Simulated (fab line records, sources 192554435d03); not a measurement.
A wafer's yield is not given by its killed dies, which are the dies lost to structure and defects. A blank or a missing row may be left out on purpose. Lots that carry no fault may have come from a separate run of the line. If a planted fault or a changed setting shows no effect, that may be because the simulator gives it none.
What tool caused it? :: flow n5-finfet :: 9 lots, 27 wafers sampled, at 7 steps of a route of 1938

## WHAT THE GAUGES SHOWED, per wafer
N5_BEOL_M4_RC_MEAS_101. Usual: DIBL_N 36.0 mV/V, standard deviation 1.7; DIBL_P 35.8 mV/V, standard deviation 2; IOFF_N 0.15 nA/um, standard deviation 0.03; IOFF_P 0.20 nA/um, standard deviation 0.037; ION_N 670 uA/um, standard deviation 12; ION_P 460 uA/um, standard deviation 7.2; SS_N 71.5 mV/dec, standard deviation 0.68; SS_P 73.2 mV/dec, standard deviation 0.65; VT_N 250 mV, standard deviation 3.1; VT_P -251 mV, standard deviation 3.4.
lot: L216
measured: day 8 09:44
on: prober-02
DIBL_N (mV/V): 38.8 37.2 36.9
DIBL_P (mV/V): 39.1 37.0 35.8
IOFF_N (nA/um): 0.20 0.16 0.14
IOFF_P (nA/um): 0.28 0.22 0.21
ION_N (uA/um): 671 664 667
ION_P (uA/um): 463 459 460
SS_N (mV/dec): 72.0 71.6 72.1
SS_P (mV/dec): 74.1 72.7 73.2
VT_N (mV): 246 249 250
VT_P (mV): -244 -247 -250
flag: 

lot: L215
measured: day 8 12:48
on: prober-01
DIBL_N (mV/V): 34.3 35.8 36.6
DIBL_P (mV/V): 33.3 34.4 34.3
IOFF_N (nA/um): 0.12 0.15 0.15
IOFF_P (nA/um): 0.16 0.17 0.16
ION_N (uA/um): 668 677 646
ION_P (uA/um): 456 457 440
SS_N (mV/dec): 71.9 72.1 72.3
SS_P (mV/dec): 72.0 72.7 72.8
VT_N (mV): 251 247 252
VT_P (mV): -252 -253 -253
flag: 

lot: L217
measured: day 9 03:26
on: prober-01
DIBL_N (mV/V): 39.0 39.3 34.0
DIBL_P (mV/V): 38.2 38.9 32.5
IOFF_N (nA/um): 0.22 0.23 0.12
IOFF_P (nA/um): 0.31 0.33 0.20
ION_N (uA/um): 669 663 657
ION_P (uA/um): 465 463 464
SS_N (mV/dec): 72.4 72.1 70.2
SS_P (mV/dec): 75.0 74.9 72.8
VT_N (mV): 244 244 250
VT_P (mV): -240 -241 -246
flag: 

lot: L219
measured: day 9 08:45
on: prober-01
DIBL_N (mV/V): 36.3 34.4 39.2
DIBL_P (mV/V): 37.4 36.1 40.2
IOFF_N (nA/um): 0.15 0.13 0.20
IOFF_P (nA/um): 0.21 0.18 0.27
ION_N (uA/um): 654 663 669
ION_P (uA/um): 448 460 455
SS_N (mV/dec): 70.6 71.2 73.0
SS_P (mV/dec): 73.9 73.1 74.0
VT_N (mV): 248 252 246
VT_P (mV): -252 -251 -251
flag: 

lot: L221
measured: day 10 03:45
on: prober-01
DIBL_N (mV/V): 37.8 40.1 37.4
DIBL_P (mV/V): 37.9 41.5 36.9
IOFF_N (nA/um): 0.17 0.24 0.17
IOFF_P (nA/um): 0.24 0.30 0.21
ION_N (uA/um): 666 692 683
ION_P (uA/um): 464 474 464
SS_N (mV/dec): 72.3 72.6 72.0
SS_P (mV/dec): 73.3 74.2 73.6
VT_N (mV): 249 244 252
VT_P (mV): -248 -246 -249
flag: 

lot: L229
measured: day 12 02:13
on: prober-01
DIBL_N (mV/V): 36.8 33.2 35.1
DIBL_P (mV/V): 35.9 33.4 33.8
IOFF_N (nA/um): 0.17 0.12 0.14
IOFF_P (nA/um): 0.19 0.16 0.16
ION_N (uA/um): 682 677 665
ION_P (uA/um): 462 466 451
SS_N (mV/dec): 71.5 70.2 71.2
SS_P (mV/dec): 73.5 72.4 73.3
VT_N (mV): 247 252 254
VT_P (mV): -251 -254 -257
flag: 

lot: L230
measured: day 12 18:06
on: prober-02
DIBL_N (mV/V): 34.7 36.5 36.4
DIBL_P (mV/V): 33.5 35.0 35.7
IOFF_N (nA/um): 0.13 0.15 0.15
IOFF_P (nA/um): 0.19 0.22 0.22
ION_N (uA/um): 671 647 658
ION_P (uA/um): 460 448 456
SS_N (mV/dec): 71.4 72.0 71.8
SS_P (mV/dec): 72.2 72.6 72.8
VT_N (mV): 252 251 251
VT_P (mV): -249 -247 -247
flag: 

lot: L232
measured: day 13 02:10
on: prober-01
DIBL_N (mV/V): 35.0 36.0 36.9
DIBL_P (mV/V): 35.2 35.9 37.6
IOFF_N (nA/um): 0.14 0.16 0.17
IOFF_P (nA/um): 0.21 0.21 0.24
ION_N (uA/um): 677 683 690
ION_P (uA/um): 466 461 470
SS_N (mV/dec): 70.9 71.0 71.8
SS_P (mV/dec): 73.5 73.1 73.5
VT_N (mV): 249 250 250
VT_P (mV): -249 -250 -246
flag: 

lot: L236
measured: day 14 05:07
on: prober-02
DIBL_N (mV/V): 36.1 32.9 36.1
DIBL_P (mV/V): 37.4 33.9 37.3
IOFF_N (nA/um): 0.16 0.12 0.16
IOFF_P (nA/um): 0.21 0.17 0.20
ION_N (uA/um): 685 672 681
ION_P (uA/um): 467 457 460
SS_N (mV/dec): 71.8 70.4 71.1
SS_P (mV/dec): 73.0 72.3 73.9
VT_N (mV): 251 252 249
VT_P (mV): -252 -252 -253
flag: 

N5_BEOL_M8_THK_MEAS_53: measures by xrf. Usual: M8_THK gives 79.5 nm (standard deviation 1.8).
lot: L216
measured: day 10 05:08
on: film-metro-02
M8_THK (nm): 78.1 81.4 77.6
flag: 

lot: L215
measured: day 10 05:53
on: film-metro-02
M8_THK (nm): 78.6 81.3 78.5
flag: 

lot: L217
measured: day 11 03:41
on: film-metro-02
M8_THK (nm): 79.6 81.5 80.6
flag: 

lot: L219
measured: day 11 02:20
on: film-metro-01
M8_THK (nm): 79.0 81.3 80.9
flag: 

lot: L221
measured: day 11 20:02
on: film-metro-01
M8_THK (nm): 198.7 80.4 81.3
flag: OFF

lot: L229
measured: day 13 14:47
on: film-metro-01
M8_THK (nm): 78.1 77.1 77.2
flag: 

lot: L230
measured: day 14 06:18
on: film-metro-01
M8_THK (nm): 77.4 80.9 81.0
flag: 

lot: L232
measured: day 14 14:22
on: film-metro-02
M8_THK (nm): 79.3 79.7 77.8
flag: 

lot: L236
measured: day 15 19:22
on: film-metro-02
M8_THK (nm): 81.3 78.6 81.6
flag: 

N5_BEOL_M8_INSPECT_58: inspects for defects (darkfield). Usual: raw-defect-count reads 74 (standard deviation 25).
lot: L216
measured: day 10 05:17
on: defect-inspect-01
raw-defect-count: 87 75 102
flag: 

lot: L215
measured: day 10 06:02
on: defect-inspect-02
raw-defect-count: 55 62 41
flag: 

lot: L217
measured: day 11 03:50
on: defect-inspect-01
raw-defect-count: 94 37 43
flag: 

lot: L219
measured: day 11 02:29
on: defect-inspect-02
raw-defect-count: 137 98 73
flag: 

lot: L221
measured: day 11 20:12
on: defect-inspect-01
raw-defect-count: 1016 100 58
flag: OFF

lot: L229
measured: day 13 14:57
on: defect-inspect-01
raw-defect-count: 37 36 58
flag: 

lot: L230
measured: day 14 06:28
on: defect-inspect-02
raw-defect-count: 67 74 57
flag: 

lot: L232
measured: day 14 14:31
on: defect-inspect-02
raw-defect-count: 45 49 56
flag: 

lot: L236
measured: day 15 19:31
on: defect-inspect-01
raw-defect-count: 90 81 83
flag: 

N5_BEOL_M9_THK_MEAS_01. Usual: M9_ILD_THK gives 269 nm (standard deviation 3.4).
lot: L216
measured: day 10 05:56
on: film-metro-01
M9_ILD_THK (nm): 272 276 274
flag: 

lot: L215
measured: day 10 06:40
on: film-metro-02
M9_ILD_THK (nm): 265 266 270
flag: 

lot: L217
measured: day 11 04:28
on: film-metro-01
M9_ILD_THK (nm): 269 271 273
flag: 

lot: L219
measured: day 11 03:07
on: film-metro-02
M9_ILD_THK (nm): 262 271 266
flag: 

lot: L221
measured: day 11 20:50
on: film-metro-02
M9_ILD_THK (nm): 267 276
flag: 

lot: L229
measured: day 13 16:04
on: film-metro-02
M9_ILD_THK (nm): 265 266 269
flag: 

lot: L230
measured: day 14 07:05
on: film-metro-01
M9_ILD_THK (nm): 267 270 277
flag: 

lot: L232
measured: day 14 15:09
on: film-metro-02
M9_ILD_THK (nm): 274 276 270
flag: 

lot: L236
measured: day 15 20:09
on: film-metro-02
M9_ILD_THK (nm): 270 268 272
flag: 

## WHICH TOOL RAN EACH LOT (tool, then ch and the chambers of the sampled wafers, then the start)
lot: L216
N5_BEOL_M8_ANNEAL_51: rtp-anneal-01 ch 0, day 10 04:37
N5_BEOL_M8_CMP_52: cmp-01 ch 1,2, day 10 04:52
N5_BEOL_M8_DEP_56: pecvd-04 ch 0,2, day 10 05:11

lot: L215
N5_BEOL_M8_ANNEAL_51: rtp-anneal-02 ch 0, day 10 05:23
N5_BEOL_M8_CMP_52: cmp-04 ch 0,2,3, day 10 05:37
N5_BEOL_M8_DEP_56: pecvd-04 ch 0,2, day 10 05:56

lot: L217
N5_BEOL_M8_ANNEAL_51: rtp-anneal-01 ch 0, day 11 03:07
N5_BEOL_M8_CMP_52: cmp-04 ch 1,2,3, day 11 03:25
N5_BEOL_M8_DEP_56: pecvd-01 ch 1,2, day 11 03:44

lot: L219
N5_BEOL_M8_ANNEAL_51: rtp-anneal-02 ch 0, day 11 01:47
N5_BEOL_M8_CMP_52: cmp-04 ch 0,1,3, day 11 02:04
N5_BEOL_M8_DEP_56: pecvd-03 ch 0,1,2, day 11 02:23

lot: L221
N5_BEOL_M8_ANNEAL_51: rtp-anneal-01 ch 0, day 11 19:26
N5_BEOL_M8_CMP_52: cmp-04 ch 0,1, day 11 19:44
N5_BEOL_M8_DEP_56: pecvd-01 ch 0,2, day 11 20:05

lot: L229
N5_BEOL_M8_ANNEAL_51: rtp-anneal-02 ch 0, day 13 14:16
N5_BEOL_M8_CMP_52: cmp-01 ch 2,3, day 13 14:29
N5_BEOL_M8_DEP_56: pecvd-03 ch 0,1, day 13 14:51

lot: L230
N5_BEOL_M8_ANNEAL_51: rtp-anneal-01 ch 0, day 14 05:46
N5_BEOL_M8_CMP_52: cmp-03 ch 0,1,2, day 14 06:03
N5_BEOL_M8_DEP_56: pecvd-01 ch 0,1,2, day 14 06:22

lot: L232
N5_BEOL_M8_ANNEAL_51: rtp-anneal-02 ch 0, day 14 13:54
N5_BEOL_M8_CMP_52: cmp-01 ch 0,1,2, day 14 14:08
N5_BEOL_M8_DEP_56: pecvd-04 ch 0,1,2, day 14 14:26

lot: L236
N5_BEOL_M8_ANNEAL_51: rtp-anneal-02 ch 0, day 15 18:46
N5_BEOL_M8_CMP_52: cmp-04 ch 0,2, day 15 19:04
N5_BEOL_M8_DEP_56: pecvd-04 ch 0,1, day 15 19:26
- N5_BEOL_M8_ANNEAL_51: time 90 s.
- N5_BEOL_M8_CMP_52: polishes, stops on SiCOH lowk, t overpolish 6.9 s, target thk 80 nm.
- N5_BEOL_M8_DEP_56: deposits SiCN from 3MS/NH3, target thk 10 nm, time 17.5 s.

## AS READ BY THE TOOLS THEMSELVES (means over the sampled wafers that have a number; for cases with no such wafer, the mark the record gives instead)
N5_BEOL_M8_ANNEAL_51. Usual: wafer_temp_C_max reads 226.0 (standard deviation 0.35).
lot: L216
tool: rtp-anneal-01
wafer_temp_C_max: 226.0
flag: 

lot: L215
tool: rtp-anneal-02
wafer_temp_C_max: 226.1
flag: 

lot: L217
tool: rtp-anneal-01
wafer_temp_C_max: 226.0
flag: 

lot: L219
tool: rtp-anneal-02
wafer_temp_C_max: 226.1
flag: 

lot: L221
tool: rtp-anneal-01
wafer_temp_C_max: 225.7
flag: 

lot: L229
tool: rtp-anneal-02
wafer_temp_C_max: 226.1
flag: 

lot: L230
tool: rtp-anneal-01
wafer_temp_C_max: 225.7
flag: 

lot: L232
tool: rtp-anneal-02
wafer_temp_C_max: 226.6
flag: 

lot: L236
tool: rtp-anneal-02
wafer_temp_C_max: 226.3
flag: 

N5_BEOL_M8_CMP_52. Usual: barrier-field-endpoint-s 28.9 s, standard deviation 0.76; motor-current-A 5.9 A, standard deviation 0.52; overpolish-run-s 6.899 s, standard deviation 0.01; time-to-endpoint-s 62.0 s, standard deviation 2.8.
lot: L216
tool: cmp-01
barrier-field-endpoint-s (s): 28.5
motor-current-A (A): 6.5
overpolish-run-s (s): 6.912
time-to-endpoint-s (s): 63.5
flag: 

lot: L215
tool: cmp-04
barrier-field-endpoint-s (s): 28.5
motor-current-A (A): 6.0
overpolish-run-s (s): 6.898
time-to-endpoint-s (s): 60.0
flag: 

lot: L217
tool: cmp-04
barrier-field-endpoint-s (s): 28.4
motor-current-A (A): 6.2
overpolish-run-s (s): 6.891
time-to-endpoint-s (s): 61.7
flag: 

lot: L219
tool: cmp-04
barrier-field-endpoint-s (s): 28.2
motor-current-A (A): 5.9
overpolish-run-s (s): 6.900
time-to-endpoint-s (s): 62.0
flag: 

lot: L221
tool: cmp-04
barrier-field-endpoint-s (s): 35.7
motor-current-A (A): 6.0
overpolish-run-s (s): 4.612
time-to-endpoint-s (s): 69.8
flag: OFF

lot: L229
tool: cmp-01
barrier-field-endpoint-s (s): 28.9
motor-current-A (A): 6.1
overpolish-run-s (s): 6.886
time-to-endpoint-s (s): 60.7
flag: 

lot: L230
tool: cmp-03
barrier-field-endpoint-s (s): 28.4
motor-current-A (A): 5.9
overpolish-run-s (s): 6.900
time-to-endpoint-s (s): 62.6
flag: 

lot: L232
tool: cmp-01
barrier-field-endpoint-s (s): 29.3
motor-current-A (A): 5.9
overpolish-run-s (s): 6.907
time-to-endpoint-s (s): 61.0
flag: 

lot: L236
tool: cmp-04
barrier-field-endpoint-s (s): 29.8
motor-current-A (A): 5.9
overpolish-run-s (s): 6.901
time-to-endpoint-s (s): 60.3
flag: 

N5_BEOL_M8_DEP_56. Usual: showerhead-plenum-p-Torr 3.661 Torr, standard deviation 0.013; throttle-valve-pct 9.0 %, standard deviation 0.46.
lot: L216
tool: pecvd-04
showerhead-plenum-p-Torr (Torr): 3.662
throttle-valve-pct (%): 9.4
flag: 

lot: L215
tool: pecvd-04
showerhead-plenum-p-Torr (Torr): 3.662
throttle-valve-pct (%): 9.1
flag: 

lot: L217
tool: pecvd-01
showerhead-plenum-p-Torr (Torr): 3.655
throttle-valve-pct (%): 8.9
flag: 

lot: L219
tool: pecvd-03
showerhead-plenum-p-Torr (Torr): 3.675
throttle-valve-pct (%): 9.1
flag: 

lot: L221
tool: pecvd-01
showerhead-plenum-p-Torr (Torr): 3.641
throttle-valve-pct (%): 8.9
flag: 

lot: L229
tool: pecvd-03
showerhead-plenum-p-Torr (Torr): 3.668
throttle-valve-pct (%): 9.3
flag: 

lot: L230
tool: pecvd-01
showerhead-plenum-p-Torr (Torr): 3.650
throttle-valve-pct (%): 8.9
flag: 

lot: L232
tool: pecvd-04
showerhead-plenum-p-Torr (Torr): 3.663
throttle-valve-pct (%): 9.1
flag: 

lot: L236
tool: pecvd-04
showerhead-plenum-p-Torr (Torr): 3.653
throttle-valve-pct (%): 8.9
flag: 

## THE ANSWER, worked out from the rows above alone
Rule: take the mean of a lot's wafers that have a number; if it is more than 3 standard deviations from the usual mean, the lot is off. A lot without any number at a reading at which 4 lots or more have one is off too. Any other lot the step has rows for is counted as sound. The gauges are gone through in route order, then the tools' own readings, and for those a lot's mean is taken as printed above. At the first step where some lot is off, the reading lying furthest off is the one used; lots without a number count as furthest.
Off: at N5_BEOL_M8_THK_MEAS_53 (M8_THK), L221.
If a tool, at a process step before that reading, ran all the lots that are off and no sound lot after the first of them, it fits. The gauges at N5_BEOL_M8_THK_MEAS_53 aren't tried: what is off there is off at N5_BEOL_M8_INSPECT_58 too, on other tools, and a gauge's error can't cause that. No candidate that was tried fits.

## WHAT THE SIMULATOR HAD INSERTED
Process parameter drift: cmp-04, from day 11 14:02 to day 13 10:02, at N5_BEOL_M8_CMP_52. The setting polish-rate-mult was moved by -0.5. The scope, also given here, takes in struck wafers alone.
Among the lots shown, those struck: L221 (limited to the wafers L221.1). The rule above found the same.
